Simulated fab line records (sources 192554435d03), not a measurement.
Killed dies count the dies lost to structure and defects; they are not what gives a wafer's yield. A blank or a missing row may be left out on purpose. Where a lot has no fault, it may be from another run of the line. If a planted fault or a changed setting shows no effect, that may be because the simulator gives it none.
Split-lot experiment / flow n5 finfet / 21 wafers read from 7 lots, route of 1938 steps

SPLIT DETAILS
At N5_BEOL_M1_COAT_61 (time 60 s, resist thk 60 nm), the setting spin rpm was moved away from the recipe's 1500 rpm on 6 of the 21 wafers read, by -4.5% to +11.0%. All remaining wafers had this setting at the recipe value.

FROM THE SPLIT TO THE READING: what the file shows between them, 8 steps
- N5_BEOL_M1_COAT_62: time 60 s, resist thk 12 nm
- N5_BEOL_M1_COAT_73: time 60 s, resist thk 5 nm
- N5_BEOL_M1_ETCH_74: etches underlayer in N2/H2, target depth 6.5 nm, time 5.2 s
- N5_BEOL_M1_ETCH_63: etches SiARC in CF4, target depth 15.6 nm, time 26 s
- N5_BEOL_M1_ETCH_64: etches SOC in N2/H2, target depth 75 nm, overetch 15 nm, time 112.5 s
- N5_BEOL_M1_STRIP_65: strips in N2/H2
- N5_BEOL_M1_STRIP_75: strips in N2/H2
- N5_BEOL_M1_STRIP_66: strips in CF4

THE READING
SOC_of_BEOL_M1_COAT_61.thk nm (the simulator's own value, which no gauge read), in nm, at N5_BEOL_M1_HM_OPEN_17 (chemistry Cl2/BCl3, target TiN, target depth 20 nm, overetch 6 nm). No usual value for it is given in the file. Average 52.2 nm, standard deviation 0.17 nm, over the 15 wafers here run with the recipe.

wafer=L074.1; tool, chamber at the split=litho track-02, 0; spin rpm as run, rpm=1665; against the recipe=+11.0%; SOC_of_BEOL_M1_COAT_61.thk nm, nm=49; against lot-mates on the recipe=-3.2
wafer=L074.3; tool, chamber at the split=litho track-02, 0; spin rpm as run, rpm=1665; against the recipe=+11.0%; SOC_of_BEOL_M1_COAT_61.thk nm, nm=49; against lot-mates on the recipe=-3.2
wafer=L074.4; tool, chamber at the split=litho track-02, 0; spin rpm as run, rpm=1500; against the recipe=recipe; SOC_of_BEOL_M1_COAT_61.thk nm, nm=52.2; against lot-mates on the recipe=-
wafer=L076.1; tool, chamber at the split=litho track-02, 0; spin rpm as run, rpm=1500; against the recipe=recipe; SOC_of_BEOL_M1_COAT_61.thk nm, nm=52.4; against lot-mates on the recipe=-
wafer=L076.2; tool, chamber at the split=litho track-02, 0; spin rpm as run, rpm=1500; against the recipe=recipe; SOC_of_BEOL_M1_COAT_61.thk nm, nm=52; against lot-mates on the recipe=-
wafer=L076.5; tool, chamber at the split=litho track-02, 0; spin rpm as run, rpm=1500; against the recipe=recipe; SOC_of_BEOL_M1_COAT_61.thk nm, nm=52.2; against lot-mates on the recipe=-
wafer=L077.1; tool, chamber at the split=litho track-02, 0; spin rpm as run, rpm=1500; against the recipe=recipe; SOC_of_BEOL_M1_COAT_61.thk nm, nm=52.4; against lot-mates on the recipe=-
wafer=L077.4; tool, chamber at the split=litho track-02, 0; spin rpm as run, rpm=1500; against the recipe=recipe; SOC_of_BEOL_M1_COAT_61.thk nm, nm=52.4; against lot-mates on the recipe=-
wafer=L077.5; tool, chamber at the split=litho track-02, 0; spin rpm as run, rpm=1500; against the recipe=recipe; SOC_of_BEOL_M1_COAT_61.thk nm, nm=52.4; against lot-mates on the recipe=-
wafer=L079.2; tool, chamber at the split=litho track-02, 0; spin rpm as run, rpm=1500; against the recipe=recipe; SOC_of_BEOL_M1_COAT_61.thk nm, nm=52.2; against lot-mates on the recipe=-
wafer=L079.3; tool, chamber at the split=litho track-02, 0; spin rpm as run, rpm=1568; against the recipe=+4.5%; SOC_of_BEOL_M1_COAT_61.thk nm, nm=50.8; against lot-mates on the recipe=-1.2
wafer=L079.6; tool, chamber at the split=litho track-02, 0; spin rpm as run, rpm=1500; against the recipe=recipe; SOC_of_BEOL_M1_COAT_61.thk nm, nm=51.8; against lot-mates on the recipe=-
wafer=L084.1; tool, chamber at the split=litho track-02, 0; spin rpm as run, rpm=1500; against the recipe=recipe; SOC_of_BEOL_M1_COAT_61.thk nm, nm=52.2; against lot-mates on the recipe=-
wafer=L084.3; tool, chamber at the split=litho track-02, 0; spin rpm as run, rpm=1438; against the recipe=-4.1%; SOC_of_BEOL_M1_COAT_61.thk nm, nm=53.2; against lot-mates on the recipe=+1.1
wafer=L084.4; tool, chamber at the split=litho track-02, 0; spin rpm as run, rpm=1500; against the recipe=recipe; SOC_of_BEOL_M1_COAT_61.thk nm, nm=52; against lot-mates on the recipe=-
wafer=L090.1; tool, chamber at the split=litho track-02, 0; spin rpm as run, rpm=1500; against the recipe=recipe; SOC_of_BEOL_M1_COAT_61.thk nm, nm=52.2; against lot-mates on the recipe=-
wafer=L090.2; tool, chamber at the split=litho track-02, 0; spin rpm as run, rpm=1500; against the recipe=recipe; SOC_of_BEOL_M1_COAT_61.thk nm, nm=52.2; against lot-mates on the recipe=-
wafer=L090.6; tool, chamber at the split=litho track-02, 0; spin rpm as run, rpm=1500; against the recipe=recipe; SOC_of_BEOL_M1_COAT_61.thk nm, nm=52.2; against lot-mates on the recipe=-
wafer=L091.1; tool, chamber at the split=litho track-02, 0; spin rpm as run, rpm=1432; against the recipe=-4.5%; SOC_of_BEOL_M1_COAT_61.thk nm, nm=53.6; against lot-mates on the recipe=+1.2
wafer=L091.3; tool, chamber at the split=litho track-02, 0; spin rpm as run, rpm=1432; against the recipe=-4.5%; SOC_of_BEOL_M1_COAT_61.thk nm, nm=53.8; against lot-mates on the recipe=+1.4
wafer=L091.6; tool, chamber at the split=litho track-02, 0; spin rpm as run, rpm=1500; against the recipe=recipe; SOC_of_BEOL_M1_COAT_61.thk nm, nm=52.4; against lot-mates on the recipe=-

THE FIT
A straight line over all 21 wafers: SOC_of_BEOL_M1_COAT_61.thk nm changes by -0.295 nm for each +1% of spin rpm; r = -0.99; the points scatter about the line by 0.17 nm.
The same after taking each lot's own level away (the mean of its wafers on the recipe; 21 wafers): -0.287 nm for each +1%; r = -1.00; scatter 0.11 nm.
According to that fit, moving spin rpm by its largest amount changes the reading by 3.2 nm.
Across the lots, their own levels run from 52.00 to 52.40 nm, a range of 2.3 times the standard deviation given above.
The two slopes agree, so the slope changes little with the lot-to-lot level.
Check: -3.14 nm against its lot-mates is what the line predicts for one of the wafers moved furthest among these (+11.0%) when that wafer is left out of the fit. It came out at -3.2 nm against them.

THE WHOLE CHAIN: every reading that the file lists as answering this split, in the file's order
step=N5_BEOL_M1_COAT_61; what it does=time 60 s, resist thk 60 nm; reading=SOC_of_BEOL_M1_COAT_61.thk nm (the simulator's own value, which no gauge read); change (the file's fit)=-0.295 nm for each +1% of the setting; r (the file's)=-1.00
step=N5_BEOL_M1_ETCH_64; what it does=etches SOC in N2/H2, target depth 75 nm, overetch 15 nm, time 112.5 s; reading=etch.depth nm (the simulator's own value, which no gauge read); change (the file's fit)=-0.29 nm for each +1% of the setting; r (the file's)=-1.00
step=N5_BEOL_M1_HM_OPEN_17; what it does=chemistry Cl2/BCl3, target TiN, target depth 20 nm, overetch 6 nm; reading=SOC_of_BEOL_M1_COAT_61.thk nm (the simulator's own value, which no gauge read); change (the file's fit)=-0.285 nm for each +1% of the setting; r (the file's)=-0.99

FILE'S OWN FIT
SOC_of_BEOL_M1_COAT_61.thk nm changes by -0.285 nm for each +1% of spin rpm, r = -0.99.
